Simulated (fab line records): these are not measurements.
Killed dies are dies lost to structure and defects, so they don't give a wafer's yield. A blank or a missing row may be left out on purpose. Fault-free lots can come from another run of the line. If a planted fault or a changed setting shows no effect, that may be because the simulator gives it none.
The same fault as seen by 2 desks ; flow n5_finfet ; each desk has only its own numbers; what lay behind them comes last

== AT THE METROLOGY DESK ==
Lot by lot, what the gauges showed, no matter which tool ran the lot: averages of those sampled wafers that carry a number. The brackets show how far a lot's mean lies from the usual mean; more than 4 standard deviations puts the lot out of limits, marked OUT.
Columns: A = PAD_OVL at N5_PASSIVATION_OVL_MEAS_63, usual -2 nm
lot;first seen here;A
L353;day 11 19:11;2
L354;day 12 06:35;-4
L355;day 12 07:06;-1
L358;day 13 15:43;5
L364;day 14 20:28;-2
L365;day 15 17:31;-2
L367;day 15 17:40;-6
L371;day 16 06:00;-15
L372;day 17 01:36;-6
L373;day 17 05:20;-1
Result from this desk: across the 10 lots, nothing is out of limits.

== AT THE TOOL OWNER'S DESK: rie_diel-02 ==
The tool's own readings at N5_PASSIVATION_VIA_ETCH_13 (etches SiO2 in CHF3/O2, target depth 660 nm, time 330 s): means of the sampled wafers that have a number, for each lot that ran on this tool. The brackets show how far a lot's mean lies from the usual mean; more than 4 standard deviations puts the lot out of limits, marked OUT.
Columns: A = bias_w at N5_PASSIVATION_VIA_ETCH_13, usual 169.9 W; B = drypump_motor_current_A at N5_PASSIVATION_VIA_ETCH_13, usual 5.8 A; C = etch_rf_on_time_s at N5_PASSIVATION_VIA_ETCH_13, usual 236 s; D = oes_product_au at N5_PASSIVATION_VIA_ETCH_13, usual 0.70 a.u.; E = rf_vpp_V at N5_PASSIVATION_VIA_ETCH_13, usual 527 V; F = showerhead_plenum_p_Torr at N5_PASSIVATION_VIA_ETCH_13, usual 2.38 Torr; G = throttle_valve_pct at N5_PASSIVATION_VIA_ETCH_13, usual 18.79 %
lot;first seen here;A;B;C;D;E;F;G
L354;day 12 04:34;169.8;5.9;236;0.70;533;2.38;18.74
L364;day 14 18:55;178.1 (+17) OUT;5.5;229;0.70;556;2.34;18.78
L367;day 15 13:37;178.5 (+17) OUT;5.9;233;0.65;550;2.35;18.96
Finding of this desk: L364, L367 out of limits; the first was L364 at day 14 18:55, on bias_w at N5_PASSIVATION_VIA_ETCH_13. Within limits: L354.

== ALL TOGETHER ==
An alarm could have come from the tool owner's desk at day 14 18:55, on L364, L367.
Nothing out of limits was seen by the metrology desk.
The metrology desk holds a record of L364, L367, inside its limits.
N5_PASSIVATION_VIA_ETCH_13 was run on rie_diel-02 by each of the lots named.

== WHAT THE SIMULATOR HAD INSERTED ==
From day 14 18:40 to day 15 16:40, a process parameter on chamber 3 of rie_diel-02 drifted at N5_PASSIVATION_VIA_ETCH_13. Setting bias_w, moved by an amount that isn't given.
Shown lots that were struck: L364, L367.
Each desk's first reading out of limits, in hours after the fault started: the tool owner's desk, 0.
